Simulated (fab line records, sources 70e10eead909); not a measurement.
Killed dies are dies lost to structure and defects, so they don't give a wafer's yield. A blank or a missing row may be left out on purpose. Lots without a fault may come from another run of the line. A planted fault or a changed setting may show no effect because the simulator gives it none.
Which tool did it? | flow nand_harc | 6 lots, 18 wafers sampled, at 3 steps of a route of 1302

WHAT THE GAUGES READ, wafer by wafer
NHARC_A_M0_CD_MEAS_09: target cd 80 nm.
lot  | measured     | on        | cd_nm (nm)
L462 | day 23 05:02 | cd_sem-02 | 79.1 78.7 80.4
L477 | day 28 21:58 | cd_sem-02 | 80.6 81.4 78.2
L478 | day 29 04:30 | cd_sem-03 | 78.6 79.3 80.5
L479 | day 30 06:43 | cd_sem-03 | 80.5 80.6 79.7
L483 | day 31 23:07 | cd_sem-01 | 79.3 81.3 80.7
L485 | day 32 09:40 | cd_sem-01 | 81.2 79.0 78.3

WHICH TOOL RAN EACH LOT (tool, then ch and the chambers of the sampled wafers, then the start)
lot  | NHARC_A_CONTACT_CMP_20        | NHARC_A_M0_PEB_07
L462 | cmp-04 ch 1,2,3, day 23 00:05 | litho_track-01 ch 0, day 23 04:58
L477 | cmp-02 ch 0,1, day 28 17:08   | litho_track-06 ch 0, day 28 21:53
L478 | cmp-03 ch 1,2,3, day 28 23:40 | litho_track-06 ch 0, day 29 04:25
L479 | cmp-02 ch 2,3, day 30 01:50   | litho_track-06 ch 0, day 30 06:38
L483 | cmp-02 ch 1,2,3, day 31 18:13 | litho_track-01 ch 0, day 31 23:02
L485 | cmp-02 ch 0,2,3, day 32 03:44 | litho_track-06 ch 0, day 32 09:35
- NHARC_A_CONTACT_CMP_20: polishes, t overpolish 30 s, target thk 300 nm.
- NHARC_A_M0_PEB_07: peb time 65 s.

THE ANSWER, worked out from the rows above alone
Rule: what is usual is taken from the lots themselves. Put in order of their means at a reading, lots are off if they are a third of the lots or fewer, leave a main group of 4 or more, and stand apart from it by a gap of 3 or more times the standard deviation of the main group's means; of several such gaps the widest counts. A main group whose means are all the same, to the digits that the tables above print for the reading, isn't used. A lot without any number at a reading at which 4 lots or more have one is off too. The other lots that the step has rows for count as sound.
No lot is off at any reading shown: from this, nothing can be told.

WHAT THE SIMULATOR HAD PUT IN
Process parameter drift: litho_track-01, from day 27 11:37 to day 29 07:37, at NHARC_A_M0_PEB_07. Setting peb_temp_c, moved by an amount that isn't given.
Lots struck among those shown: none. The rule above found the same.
